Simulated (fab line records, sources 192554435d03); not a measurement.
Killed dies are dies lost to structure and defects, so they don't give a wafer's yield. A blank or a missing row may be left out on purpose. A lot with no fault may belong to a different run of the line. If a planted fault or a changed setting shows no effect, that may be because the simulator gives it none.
What tool caused it? + flow n5_finfet + 26 wafers sampled from 10 lots at 1 step of a route of 1938

WHAT THE GAUGES READ, wafer by wafer
N5_BEOL_M4_RC_MEAS_101.
| lot  | measured     | on        | DIBL_N (mV/V)  |
|------|--------------|-----------|----------------|
| L930 | day 10 10:26 | prober-02 | 38.8 35.0 36.4 |
| L928 | day 10 11:23 | prober-01 | 33.7 33.8 35.0 |
| L933 | day 10 15:55 | prober-01 | 35.5 35.7 34.7 |
| L935 | day 11 14:42 | prober-01 | 38.7 38.2 37.8 |
| L936 | day 11 17:00 | prober-02 | 35.4 37.9 36.7 |
| L937 | day 12 20:27 | prober-01 | 37.5 38.0      |
| L943 | day 13 22:06 | prober-02 | 34.7 35.0      |
| L946 | day 14 05:40 | prober-02 | 34.8 33.7      |
| L947 | day 14 09:46 | prober-01 | 34.4 35.5 38.4 |
| L945 | day 14 12:06 | prober-02 | 35.3 37.3      |

WHICH TOOL RAN EACH LOT (tool, then ch and the chambers of the sampled wafers, then the start)
Before these readings, the record contains no process step.

THE ANSWER, worked out from the rows above alone
Rule: the usual values come from the lots themselves. The widest of any qualifying gaps counts: lots, ordered by their means at a reading, are off when they make up no more than a third of the lots, leave a main group of 4 or more, and stand apart from it by 3 or more times the standard deviation of that group's means. A main group is skipped when, at the precision printed for the reading in the tables above, its means are all equal. Also off: a lot with no number at a reading for which 4 or more lots have one. All remaining lots with rows at the step are treated as sound.
None of the lots is off at any reading shown; this tells nothing.

WHAT HAD BEEN PUT IN BY THE SIMULATOR
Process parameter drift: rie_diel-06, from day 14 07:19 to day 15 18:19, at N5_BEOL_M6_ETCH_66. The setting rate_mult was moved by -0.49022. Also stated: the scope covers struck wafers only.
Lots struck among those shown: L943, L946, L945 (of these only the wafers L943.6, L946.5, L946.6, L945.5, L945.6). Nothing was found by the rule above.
